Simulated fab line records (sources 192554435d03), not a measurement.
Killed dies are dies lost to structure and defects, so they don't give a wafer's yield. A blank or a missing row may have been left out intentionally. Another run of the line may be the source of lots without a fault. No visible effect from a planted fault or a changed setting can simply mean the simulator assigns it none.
The same fault as seen by 2 desks    flow n5_finfet    each desk has only its own numbers; what lay behind them comes last

== AT THE METROLOGY DESK ==
What the gauges read, lot by lot, whatever tool the lot ran on: means of the sampled wafers that have a number. Any lot whose mean is over 4 standard deviations away from the usual mean is out of limits and marked OUT; that distance is given in the brackets. Shown here are 7 of its 10 readings, the ones lying furthest out on some lot.
Columns: A = DIBL_N at N5_BEOL_M4_RC_MEAS_101, usual 36.0 mV/V; B = DIBL_P at N5_BEOL_M4_RC_MEAS_101, usual 35.8 mV/V; C = IOFF_N at N5_BEOL_M4_RC_MEAS_101, usual 0.15 nA/um; D = IOFF_P at N5_BEOL_M4_RC_MEAS_101, usual 0.20 nA/um; E = ION_P at N5_BEOL_M4_RC_MEAS_101, usual 460 uA/um; F = VT_N at N5_BEOL_M4_RC_MEAS_101, usual 250 mV; G = VT_P at N5_BEOL_M4_RC_MEAS_101, usual -251 mV
lot   first seen here  A     B     C     D     E    F    G
L348  day 8 07:37      35.1  33.2  0.13  0.17  455  253  -255
L347  day 8 10:06      36.6  36.9  0.18  0.23  467  249  -247
L354  day 9 17:07      36.3  37.0  0.17  0.21  466  249  -252
L355  day 10 03:45     38.4  38.8  0.19  0.25  467  248  -248
L360  day 11 15:01     35.5  35.3  0.13  0.19  461  252  -251
L361  day 11 21:53     36.4  36.6  0.15  0.18  457  251  -254
L365  day 12 10:33     35.0  35.6  0.14  0.17  451  254  -257
L366  day 13 02:10     36.0  36.2  0.16  0.22  466  250  -248
L369  day 13 17:25     35.9  34.7  0.15  0.19  461  248  -252
This desk's finding: nothing out of limits on any of the 9 lots.

== AT THE TOOL OWNER'S DESK: cmp-01 ==
The tool's own readings at N5_GATE_CUT_CMP_23 (polishes, stops on SiO2, t overpolish 23.4 s, target thk 16 nm): means of the sampled wafers that have a number, for each lot that ran on this tool. Any lot whose mean is over 4 standard deviations away from the usual mean is out of limits and marked OUT; that distance is given in the brackets.
Columns: A = head_pressure_psi at N5_GATE_CUT_CMP_23, usual 2.500 psi; B = motor_current_A at N5_GATE_CUT_CMP_23, usual 8.9 A; C = overpolish_run_s at N5_GATE_CUT_CMP_23, usual 23.402 s; D = pad_life_wafers at N5_GATE_CUT_CMP_23, usual 1150; E = slurry_filter_dp_kPa at N5_GATE_CUT_CMP_23, usual 13.50 kPa; F = slurry_flow_ml_min at N5_GATE_CUT_CMP_23, usual 150.0; G = time_to_endpoint_s at N5_GATE_CUT_CMP_23, usual 19.5 s
lot   first seen here  A                B    C       D     E      F      G
L354  day 6 11:19      2.504            9.4  23.391  1225  13.54  149.7  19.9
L355  day 6 17:58      2.497            8.2  23.415  1268  13.60  150.2  17.9
L360  day 7 22:52      2.618 (+22) OUT  8.2  23.402  1476  13.61  149.8  18.0
L361  day 8 06:44      2.609 (+21) OUT  8.4  23.398  1550  13.54  149.9  16.8
This desk's verdict: out of limits on L360, L361, starting with L360 at day 7 22:52 (head_pressure_psi at N5_GATE_CUT_CMP_23). In limits: L354, L355.

== ALL TOGETHER ==
The tool owner's desk had the chance to raise an alarm at day 7 22:52 on L360, L361.
The metrology desk saw nothing out of limits.
The metrology desk has L360, L361 on record, within its limits.
Of the lots named, all ran N5_GATE_CUT_CMP_23 on cmp-01.

== WHAT HAD BEEN PUT IN BY THE SIMULATOR ==
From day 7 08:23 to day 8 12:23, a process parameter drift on cmp-01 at N5_GATE_CUT_CMP_23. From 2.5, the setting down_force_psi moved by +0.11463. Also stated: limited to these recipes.
Shown lots that were struck: L360, L361.
How many hours passed from the start of the fault until each desk's first out-of-limits reading: the tool owner's desk, 14.
